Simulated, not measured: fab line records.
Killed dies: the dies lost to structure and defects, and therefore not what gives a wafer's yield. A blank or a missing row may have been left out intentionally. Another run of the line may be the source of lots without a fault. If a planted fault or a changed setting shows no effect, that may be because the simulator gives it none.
Chamber matching ; flow n5-finfet ; 3 sister chambers for N5_BEOL_M3_CO_CAP_55 on cvd-co-02
The step material Co, precursor CCTBA/H2, target thk 2 nm, time 102.1 s. 6 wafers are shown with their chamber, then 11 later ones without.

WAFERS, EACH WITH ITS CHAMBER
wafer;chamber;heater-power-w (W)
L085.6;0;295
L086.4;2;233
L090.1;1;196
L090.3;0;297
L090.5;1;197
L092.1;2;239

WAFERS WITHOUT THEIR CHAMBER
wafer;heater-power-w (W)
L092.2;291
L092.5;299
L095.1;294
L095.3;193
L095.4;294
L096.1;291
L096.2;198
L096.3;234
L097.1;195
L097.4;197
L097.5;233

WHICH CHAMBER EACH WENT THROUGH
wafer;from the rows above;in truth
L092.2;0;0
L092.5;0;0
L095.1;0;0
L095.3;1;1
L095.4;0;0
L096.1;0;0
L096.2;1;1
L096.3;2;2
L097.1;1;1
L097.4;1;1
L097.5;2;2
11 of 11 placed correctly. From these rows, 0 cannot be placed. 0 placed wrongly.
How it was worked out, from the rows above alone: a wafer's distance from a chamber is the root of the sum, over the readings, of the square of ((its reading less the chamber's mean) divided by the reading's scatter). The wafer belongs to the nearest chamber; if the next one is less than 2 further off, it can't be placed. A chamber's mean is the mean of its shown wafers. The scatter is the square root of a quotient: the sum, over the shown wafers, of each reading's squared deviation from its chamber's mean, divided by wafers minus chambers.
